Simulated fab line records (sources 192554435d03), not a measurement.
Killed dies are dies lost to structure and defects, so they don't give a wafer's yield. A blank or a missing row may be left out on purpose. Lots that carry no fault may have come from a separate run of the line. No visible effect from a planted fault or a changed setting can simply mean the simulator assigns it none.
Which tool was responsible? / flow n5-finfet / 10 lots with 28 wafers sampled at 2 steps, on a route of 1938 steps

== WHAT THE GAUGES READ, wafer by wafer ==
N5_BEOL_M12_INSPECT_12: inspects for defects (macro).
lot=L978; measured=day 10 07:23; on=defect-inspect-02; raw-defect-count=3 1 1
lot=L979; measured=day 10 13:53; on=defect-inspect-01; raw-defect-count=2 2 2
lot=L983; measured=day 12 01:46; on=defect-inspect-02; raw-defect-count=0 1 1
lot=L985; measured=day 12 18:49; on=defect-inspect-02; raw-defect-count=3 2 2
lot=L986; measured=day 13 00:11; on=defect-inspect-01; raw-defect-count=3 0 1
lot=L989; measured=day 13 04:54; on=defect-inspect-02; raw-defect-count=3 1 3
lot=L999; measured=day 15 18:42; on=defect-inspect-01; raw-defect-count=1 1
lot=L998; measured=day 15 19:02; on=defect-inspect-02; raw-defect-count=2 2 1
lot=L997; measured=day 15 19:57; on=defect-inspect-02; raw-defect-count=2 1
lot=L100; measured=day 16 03:17; on=defect-inspect-01; raw-defect-count=3 0 3

== EACH LOT AND THE TOOL THAT RAN IT (in order: tool; ch and the chambers of the sampled wafers; start) ==
lot=L978; N5_BEOL_M11_PRE_CLEAN_45=pvd-sputter-02, day 10 05:03
lot=L979; N5_BEOL_M11_PRE_CLEAN_45=pvd-sputter-02, day 10 10:23
lot=L983; N5_BEOL_M11_PRE_CLEAN_45=pvd-sputter-03, day 11 22:50
lot=L985; N5_BEOL_M11_PRE_CLEAN_45=pvd-sputter-01, day 12 13:14
lot=L986; N5_BEOL_M11_PRE_CLEAN_45=pvd-sputter-01, day 12 21:36
lot=L989; N5_BEOL_M11_PRE_CLEAN_45=pvd-sputter-03, day 13 02:35
lot=L999; N5_BEOL_M11_PRE_CLEAN_45=pvd-sputter-03, day 15 15:46
lot=L998; N5_BEOL_M11_PRE_CLEAN_45=pvd-sputter-02, day 15 16:37
lot=L997; N5_BEOL_M11_PRE_CLEAN_45=pvd-sputter-02, day 15 17:44
lot=L100; N5_BEOL_M11_PRE_CLEAN_45=pvd-sputter-01, day 16 00:56
- N5_BEOL_M11_PRE_CLEAN_45: time 30 s.

== WHAT THE TOOLS THEMSELVES READ (means of the sampled wafers that have a number; where no wafer has one, the mark that the record gives instead) ==
N5_BEOL_M11_PRE_CLEAN_45.
lot=L978; tool=pvd-sputter-02; heater-power-w (W)=313
lot=L979; tool=pvd-sputter-02; heater-power-w (W)=305
lot=L983; tool=pvd-sputter-03; heater-power-w (W)=334
lot=L985; tool=pvd-sputter-01; heater-power-w (W)=307
lot=L986; tool=pvd-sputter-01; heater-power-w (W)=316
lot=L989; tool=pvd-sputter-03; heater-power-w (W)=315
lot=L999; tool=pvd-sputter-03; heater-power-w (W)=331
lot=L998; tool=pvd-sputter-02; heater-power-w (W)=294
lot=L997; tool=pvd-sputter-02; heater-power-w (W)=310
lot=L100; tool=pvd-sputter-01; heater-power-w (W)=320

== THE ANSWER, worked out from the rows above alone ==
Rule: the usual values come from the lots themselves. Put in order of their means at a reading, lots are off if they are a third of the lots or fewer, leave a main group of 4 or more, and stand apart from it by a gap of 3 or more times the standard deviation of the main group's means; of several such gaps the widest counts. The tables above print the reading to a certain number of digits; a main group whose means all agree to those digits is not used. A lot without any number at a reading at which 4 lots or more have one is off too. All remaining lots with rows at the step are treated as sound. Order of review: gauges by route order, followed by the tools' own readings, for which a lot's mean as printed above is used. The first step at which some lot is off is used, and at that step the reading that is off furthest; a lot without a number counts as furthest.
None of the lots is off at any reading shown; this tells nothing.

== WHAT THE SIMULATOR HAD PUT IN ==
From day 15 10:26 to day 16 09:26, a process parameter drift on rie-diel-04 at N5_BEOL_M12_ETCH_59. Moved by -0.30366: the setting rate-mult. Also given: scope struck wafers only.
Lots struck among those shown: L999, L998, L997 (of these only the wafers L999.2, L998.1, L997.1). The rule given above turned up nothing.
